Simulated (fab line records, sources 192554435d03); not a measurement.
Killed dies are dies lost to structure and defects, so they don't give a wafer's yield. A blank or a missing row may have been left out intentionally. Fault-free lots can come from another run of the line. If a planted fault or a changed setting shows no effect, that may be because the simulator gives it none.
Chamber matching -- flow n5_finfet -- N5_HKMG_FIN_ETCH_86 on rie_diel-02: 4 sister chambers
The step etches SOC in N2/H2, stops on TiN, target depth 393.2 nm. 16 wafers are shown with their chamber, then 8 later ones without.

## WAFERS WITH THEIR CHAMBER
wafer,chamber,drypump_motor_current_A (A),throttle_valve_pct (%),showerhead_plenum_p_Torr (Torr)
L075.3,1,5.5,18.21,2.54
L075.4,2,5.2,17.50,2.66
L075.6,3,5.7,17.61,2.48
L076.1,2,5.2,17.50,2.66
L076.5,2,5.2,17.50,2.66
L076.6,3,5.7,17.62,2.48
L077.1,3,5.7,17.61,2.47
L077.2,0,6.3,17.71,2.56
L077.5,3,5.7,17.61,2.47
L078.2,2,5.2,17.50,2.65
L078.3,0,6.3,17.72,2.56
L078.6,3,5.7,17.62,2.47
L079.1,3,5.7,17.63,2.47
L079.2,1,5.4,18.23,2.53
L079.3,2,5.2,17.53,2.65
L086.1,0,6.3,17.74,2.55

SIGNATURES (means of the wafers above)
reading,chamber 0,chamber 1,chamber 2,chamber 3,scatter within a chamber
drypump_motor_current_A,6.300,5.450,5.200,5.700,0.0204
throttle_valve_pct,17.7233,18.2200,17.5060,17.6167,0.012
showerhead_plenum_p_Torr,2.5567,2.5350,2.6560,2.4733,0.00555
Rule: distance of a wafer from a chamber = root of the sum over the readings of ((wafer's reading minus chamber's mean) / reading's scatter) squared. If the next closest chamber is less than 2 further off than the closest, the wafer can't be placed; otherwise it belongs to the closest. The scatter is the square root of a quotient: the sum, over the shown wafers, of each reading's squared deviation from its chamber's mean, divided by wafers minus chambers.

## WAFERS MISSING THEIR CHAMBER
wafer,drypump_motor_current_A (A),throttle_valve_pct (%),showerhead_plenum_p_Torr (Torr)
L086.2,5.5,18.26,2.53
L086.4,5.3,17.53,2.65
L093.1,5.7,17.26,2.47
L093.3,5.2,17.55,2.64
L093.5,6.3,17.76,2.54
L094.1,6.4,17.78,2.54
L094.2,5.7,17.26,2.46
L094.5,5.3,17.56,2.64

## THE CHAMBER EACH PASSED THROUGH
wafer,from the rows above,in truth
L086.2,1,1
L086.4,2,2
L093.1,3,3
L093.3,2,2
L093.5,0,0
L094.1,0,0
L094.2,3,3
L094.5,2,2
8 of 8 placed correctly. Number that these rows cannot place: 0. Placed wrongly: 0.
